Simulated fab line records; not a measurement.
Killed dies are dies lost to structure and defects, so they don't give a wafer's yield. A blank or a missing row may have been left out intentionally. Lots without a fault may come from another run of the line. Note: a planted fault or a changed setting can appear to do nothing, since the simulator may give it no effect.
Matching of chambers / flow n5 finfet / N5_HKMG_FIN_ETCH_67 on rie diel-04 has 4 sister chambers
The step etches SOC in N2/H2, stops on TiN, target depth 388.9 nm. 4 wafers are shown with their chamber, then 8 later ones without.

== EACH WAFER AND ITS CHAMBER ==
wafer=L079.1; chamber=1; showerhead plenum p Torr (Torr)=2.49
wafer=L080.1; chamber=2; showerhead plenum p Torr (Torr)=2.67
wafer=L082.6; chamber=3; showerhead plenum p Torr (Torr)=2.45
wafer=L085.1; chamber=0; showerhead plenum p Torr (Torr)=2.72

== WAFERS WHOSE CHAMBER IS MISSING ==
wafer=L085.3; showerhead plenum p Torr (Torr)=2.48
wafer=L085.5; showerhead plenum p Torr (Torr)=2.48
wafer=L086.1; showerhead plenum p Torr (Torr)=2.45
wafer=L086.4; showerhead plenum p Torr (Torr)=2.72
wafer=L086.5; showerhead plenum p Torr (Torr)=2.45
wafer=L089.3; showerhead plenum p Torr (Torr)=2.71
wafer=L089.4; showerhead plenum p Torr (Torr)=2.66
wafer=L089.6; showerhead plenum p Torr (Torr)=2.45

== THE CHAMBER EACH PASSED THROUGH ==
wafer=L085.3; from the rows above=1; in truth=1
wafer=L085.5; from the rows above=1; in truth=1
wafer=L086.1; from the rows above=3; in truth=3
wafer=L086.4; from the rows above=0; in truth=0
wafer=L086.5; from the rows above=3; in truth=3
wafer=L089.3; from the rows above=0; in truth=0
wafer=L089.4; from the rows above=2; in truth=2
wafer=L089.6; from the rows above=3; in truth=3
Correct placement for 8 of the 8. Not placeable from these rows: 0. Placed wrongly: 0.
How it was worked out, from the rows above alone: a wafer's distance from a chamber is the root of the sum, over the readings, of the square of ((its reading less the chamber's mean) divided by the reading's scatter). The wafer belongs to the nearest chamber; if the next one is less than 2 further off, it can't be placed. The mean given for a chamber averages the wafers shown for that chamber. The scatter: root of mean squared gap, hidden wafer to nearest shown wafer, with one shown wafer a chamber.
